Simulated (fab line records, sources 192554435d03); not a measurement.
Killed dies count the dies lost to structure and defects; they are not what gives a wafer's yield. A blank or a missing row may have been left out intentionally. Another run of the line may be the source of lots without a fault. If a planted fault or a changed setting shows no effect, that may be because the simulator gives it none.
Matching of chambers | flow n5 finfet | N5_BEOL_M0_CUTY_DESCUM_61 on rie diel-04 has 4 sister chambers
The step chemistry O2, time 7.9 s. 4 wafers are shown with their chamber, then 12 later ones without.

EACH WAFER AND ITS CHAMBER
wafer  | chamber | drypump motor current A (A)
L083.4 | 3       | 5.6
L086.5 | 0       | 5.3
L087.5 | 2       | 6.0
L089.5 | 1       | 5.5

WAFERS WITH NO CHAMBER GIVEN
wafer  | drypump motor current A (A)
L092.2 | 5.5
L092.4 | 5.6
L092.5 | 5.6
L095.1 | 5.6
L095.4 | 5.9
L095.6 | 5.3
L097.3 | 5.6
L097.5 | 5.6
L097.6 | 5.3
L091.3 | 5.9
L091.4 | 5.3
L091.5 | 5.5

THE CHAMBER EACH PASSED THROUGH
wafer  | from the rows above | in truth
L092.2 | 1                   | 1
L092.4 | 3                   | 3
L092.5 | 3                   | 3
L095.1 | 3                   | 3
L095.4 | 2                   | 2
L095.6 | 0                   | 0
L097.3 | 3                   | 3
L097.5 | 3                   | 3
L097.6 | 0                   | 0
L091.3 | 2                   | 2
L091.4 | 0                   | 0
L091.5 | 1                   | 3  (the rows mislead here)
Placed correctly: 11 of 12. Number that these rows cannot place: 0. Wrongly placed: 1.
How it was worked out, from the rows above alone: a wafer's distance from a chamber is the root of the sum, over the readings, of the square of ((its reading less the chamber's mean) divided by the reading's scatter). If the next closest chamber is less than 2 further off than the closest, the wafer can't be placed; otherwise it belongs to the closest. For every chamber, the mean is computed from those of its wafers that are shown. The scatter: root of mean squared gap, hidden wafer to nearest shown wafer, with one shown wafer a chamber.
